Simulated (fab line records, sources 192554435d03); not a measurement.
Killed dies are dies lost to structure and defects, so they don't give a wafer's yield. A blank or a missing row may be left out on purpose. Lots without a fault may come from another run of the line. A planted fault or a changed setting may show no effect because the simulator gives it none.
Split-lot experiment | flow n5_finfet | 7 lots, 39 wafers read, on a route of 1938 steps

THE SPLIT
At N5_SD_EPI_P_DESCUM_14 (chemistry O2, time 7.9 s), the setting time_s was moved away from the recipe's 7.9 s on 18 of the 39 wafers read, by -44.2% to +57.1%. The other wafers ran this setting at the recipe's value.

The file shows no step between the split and the reading.

THE READING
CAR-ArF-block_of_SD_EPI_P_COAT_03.thk_nm (the simulator's own value, which no gauge read), in nm, at N5_SD_EPI_P_ETCH_36 (etches SiARC in CF4, target depth 45.5 nm, time 75.8 s). The file gives no usual value for it. The 21 wafers here that ran the recipe average 111.1 nm, standard deviation 0.39 nm.

wafer  | tool, chamber at the split | time_s as run, s | against the recipe | CAR-ArF-block_of_SD_EPI_P_COAT_03.thk_nm, nm | against lot-mates on the recipe
L074.2 | rie_diel-04, 0             | 7.9              | recipe             | 111.8                                        | -
L074.3 | rie_diel-04, 2             | 7.9              | recipe             | 111.4                                        | -
L074.6 | rie_diel-04, 1             | 7.9              | recipe             | 111.6                                        | -
L075.1 | rie_diel-06, 2             | 7.9              | recipe             | 111                                          | -
L075.2 | rie_diel-06, 1             | 10.27            | +30.0%             | 109.8                                        | -1.2
L075.3 | rie_diel-06, 0             | 10.27            | +30.0%             | 109.8                                        | -1.2
L075.4 | rie_diel-06, 3             | 7.9              | recipe             | 110.8                                        | -
L075.5 | rie_diel-06, 0             | 10.27            | +30.0%             | 109.4                                        | -1.6
L075.6 | rie_diel-06, 1             | 7.9              | recipe             | 111.2                                        | -
L079.1 | rie_diel-04, 1             | 7.9              | recipe             | 111.2                                        | -
L079.2 | rie_diel-04, 0             | 4.411            | -44.2%             | 113.6                                        | +2.2
L079.3 | rie_diel-04, 2             | 7.9              | recipe             | 111.6                                        | -
L079.4 | rie_diel-04, 3             | 7.9              | recipe             | 111.4                                        | -
L079.5 | rie_diel-04, 0             | 4.411            | -44.2%             | 113.8                                        | +2.4
L079.6 | rie_diel-04, 1             | 4.411            | -44.2%             | 113                                          | +1.6
L080.1 | rie_diel-04, 0,2           | 7.9              | recipe             | 111.4                                        | -
L080.2 | rie_diel-04, 3,2           | 12.41            | +57.1%             | 108.2                                        | -3.1
L080.4 | rie_diel-04, 3,2           | 12.41            | +57.1%             | 108.2                                        | -3.1
L080.3 | rie_diel-04, 1             | 7.9              | recipe             | 111.2                                        | -
L080.6 | rie_diel-04, 0,2           | 7.9              | recipe             | 111.2                                        | -
L080.5 | rie_diel-04, 3             | 12.41            | +57.1%             | 108.4                                        | -2.9
L087.1 | rie_diel-06, 0,3           | 11.97            | +51.5%             | 108.6                                        | -2.3
L087.5 | rie_diel-06, 0,3           | 11.97            | +51.5%             | 108.6                                        | -2.3
L087.2 | rie_diel-06, 1             | 7.9              | recipe             | 110.4                                        | -
L087.3 | rie_diel-06, 3             | 11.97            | +51.5%             | 108.4                                        | -2.5
L087.4 | rie_diel-06, 1             | 7.9              | recipe             | 111.2                                        | -
L087.6 | rie_diel-06, 0             | 7.9              | recipe             | 111                                          | -
L089.1 | rie_diel-04, 2             | 6.619            | -16.2%             | 111.6                                        | +0.7
L089.2 | rie_diel-04, 1             | 7.9              | recipe             | 111.2                                        | -
L089.3 | rie_diel-04, 3,0           | 6.619            | -16.2%             | 111.8                                        | +0.9
L089.4 | rie_diel-04, 3,0           | 6.619            | -16.2%             | 111.8                                        | +0.9
L089.5 | rie_diel-04, 0,1           | 7.9              | recipe             | 110.8                                        | -
L089.6 | rie_diel-04, 0,1           | 7.9              | recipe             | 110.8                                        | -
L090.1 | rie_diel-04, 0             | 7.9              | recipe             | 110.4                                        | -
L090.4 | rie_diel-04, 1             | 7.9              | recipe             | 110.4                                        | -
L090.2 | rie_diel-04, 2             | 5.657            | -28.4%             | 112.2                                        | +1.7
L090.3 | rie_diel-04, 3             | 5.657            | -28.4%             | 112                                          | +1.5
L090.6 | rie_diel-04, 0             | 5.657            | -28.4%             | 112                                          | +1.5
L090.5 | rie_diel-04, 3             | 7.9              | recipe             | 110.8                                        | -
Where a row lists several chambers, the file gives one row for several wafers and doesn't say which wafer went through which chamber.

THE FIT
A straight line over all 39 wafers: CAR-ArF-block_of_SD_EPI_P_COAT_03.thk_nm changes by -0.0485 nm for each +1% of time_s; r = -0.97; the points scatter about the line by 0.35 nm.
The same after taking each lot's own level away (the mean of its wafers on the recipe; 39 wafers): -0.0488 nm for each +1%; r = -0.99; scatter 0.22 nm.
On that fit, the largest move of time_s shifts the reading by 2.8 nm.
The lots' own levels span 110.53 to 111.60 nm, that is 2.7 times the standard deviation above.
So the lot-to-lot level changes the slope little: the two slopes agree.
Check: with one of the wafers moved furthest among these (+57.1%) left out of the fit, the line predicts -2.73 nm for it against its lot-mates. It came out at -3.07 nm against them.

OTHER SPLITS ON THESE WAFERS
These wafers also went through other splits before the reading. Each is held against what the fit with the lots' levels taken away leaves over:
other split on the same wafers        | wafers away from the commonest value | r with CAR-ArF-block_of_SD_EPI_P_COAT_03.thk_nm (lot level and that fit taken away)
N5_FIN_SAQP_SPACER1_ALD_24 ald_cycles | 15                                   | +0.09

THE WHOLE CHAIN: every reading that the file lists as answering this split, in the file's order
step                  | what it does                                           | reading                                                                                   | change (the file's fit)                | r (the file's)
N5_SD_EPI_P_DESCUM_14 | chemistry O2, time 7.9 s                               | CAR-ArF-block_of_SD_EPI_P_COAT_03.thk_nm (the simulator's own value, which no gauge read) | -0.0483 nm for each +1% of the setting | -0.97
N5_SD_EPI_P_ETCH_36   | etches SiARC in CF4, target depth 45.5 nm, time 75.8 s | CAR-ArF-block_of_SD_EPI_P_COAT_03.thk_nm (the simulator's own value, which no gauge read) | -0.0487 nm for each +1% of the setting | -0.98

THE FILE'S OWN FIT
CAR-ArF-block_of_SD_EPI_P_COAT_03.thk_nm changes by -0.0487 nm for each +1% of time_s, r = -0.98.
